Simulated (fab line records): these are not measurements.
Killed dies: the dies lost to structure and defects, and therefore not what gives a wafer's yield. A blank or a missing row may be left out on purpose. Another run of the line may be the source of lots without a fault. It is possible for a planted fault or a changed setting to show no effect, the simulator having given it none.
Chamber matching || flow n5Finfet || rieDiel-04 running N5_BEOL_M14_ETCH_67: 3 sister chambers
The step etches SiARC in CF4, target depth 143 nm, time 238.3 s. 14 wafers are shown with their chamber, then 4 later ones without.

## WAFERS WITH THEIR CHAMBER
{"wafer": "L076.1", "chamber": 2, "showerheadPlenumPTorr (Torr)": 2.27, "etchRfOnTimeS (s)": 237, "rfVppV (V)": 185.7}
{"wafer": "L076.2", "chamber": 0, "showerheadPlenumPTorr (Torr)": 2.11, "etchRfOnTimeS (s)": 232, "rfVppV (V)": 183.7}
{"wafer": "L076.4", "chamber": 3, "showerheadPlenumPTorr (Torr)": 2.04, "etchRfOnTimeS (s)": 233, "rfVppV (V)": 182.0}
{"wafer": "L077.1", "chamber": 0, "showerheadPlenumPTorr (Torr)": 2.11, "etchRfOnTimeS (s)": 233, "rfVppV (V)": 183.5}
{"wafer": "L077.5", "chamber": 3, "showerheadPlenumPTorr (Torr)": 2.04, "etchRfOnTimeS (s)": 234, "rfVppV (V)": 183.2}
{"wafer": "L077.6", "chamber": 2, "showerheadPlenumPTorr (Torr)": 2.27, "etchRfOnTimeS (s)": 235, "rfVppV (V)": 186.7}
{"wafer": "L075.1", "chamber": 2, "showerheadPlenumPTorr (Torr)": 2.27, "etchRfOnTimeS (s)": 237, "rfVppV (V)": 185.3}
{"wafer": "L075.2", "chamber": 3, "showerheadPlenumPTorr (Torr)": 2.04, "etchRfOnTimeS (s)": 234, "rfVppV (V)": 181.4}
{"wafer": "L075.4", "chamber": 0, "showerheadPlenumPTorr (Torr)": 2.11, "etchRfOnTimeS (s)": 234, "rfVppV (V)": 184.1}
{"wafer": "L082.2", "chamber": 0, "showerheadPlenumPTorr (Torr)": 2.10, "etchRfOnTimeS (s)": 233, "rfVppV (V)": 183.3}
{"wafer": "L082.5", "chamber": 2, "showerheadPlenumPTorr (Torr)": 2.26, "etchRfOnTimeS (s)": 239, "rfVppV (V)": 185.2}
{"wafer": "L082.6", "chamber": 3, "showerheadPlenumPTorr (Torr)": 2.03, "etchRfOnTimeS (s)": 234, "rfVppV (V)": 183.2}
{"wafer": "L094.2", "chamber": 3, "showerheadPlenumPTorr (Torr)": 2.28, "etchRfOnTimeS (s)": 229, "rfVppV (V)": 185.8}
{"wafer": "L094.4", "chamber": 0, "showerheadPlenumPTorr (Torr)": 2.10, "etchRfOnTimeS (s)": 232, "rfVppV (V)": 182.2}

SIGNATURES (averages over the wafers above)
{"reading": "showerheadPlenumPTorr", "chamber 0": 2.1060, "chamber 2": 2.2675, "chamber 3": 2.0860, "scatter within a chamber": 0.0656}
{"reading": "etchRfOnTimeS", "chamber 0": 232.80, "chamber 2": 237.00, "chamber 3": 232.80, "scatter within a chamber": 1.64}
{"reading": "rfVppV", "chamber 0": 183.360, "chamber 2": 185.725, "chamber 3": 183.120, "scatter within a chamber": 1.16}
Rule: a wafer's distance from a chamber is the root of the sum, over the readings, of the square of ((its reading less the chamber's mean) divided by the reading's scatter). The wafer belongs to the nearest chamber; if the next one is less than 2 further off, it can't be placed. The scatter is the square root of a quotient: the sum, over the shown wafers, of each reading's squared deviation from its chamber's mean, divided by wafers minus chambers.

## WAFERS WITHOUT THEIR CHAMBER
{"wafer": "L094.6", "showerheadPlenumPTorr (Torr)": 2.10, "etchRfOnTimeS (s)": 232, "rfVppV (V)": 183.8}
{"wafer": "L096.2", "showerheadPlenumPTorr (Torr)": 2.09, "etchRfOnTimeS (s)": 233, "rfVppV (V)": 183.7}
{"wafer": "L096.4", "showerheadPlenumPTorr (Torr)": 2.25, "etchRfOnTimeS (s)": 241, "rfVppV (V)": 185.4}
{"wafer": "L095.6", "showerheadPlenumPTorr (Torr)": 2.09, "etchRfOnTimeS (s)": 234, "rfVppV (V)": 182.9}

## THE CHAMBER EACH PASSED THROUGH
{"wafer": "L094.6", "from the rows above": "can't be placed: 0 or 3", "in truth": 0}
{"wafer": "L096.2", "from the rows above": "can't be placed: 0 or 3", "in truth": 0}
{"wafer": "L096.4", "from the rows above": 2, "in truth": 2}
{"wafer": "L095.6", "from the rows above": "can't be placed: 3 or 0", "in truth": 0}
Correct placement for 1 of the 4. Can't be placed from these rows: 3 (the true chamber is among the candidates in 3). Placed wrongly: 0.
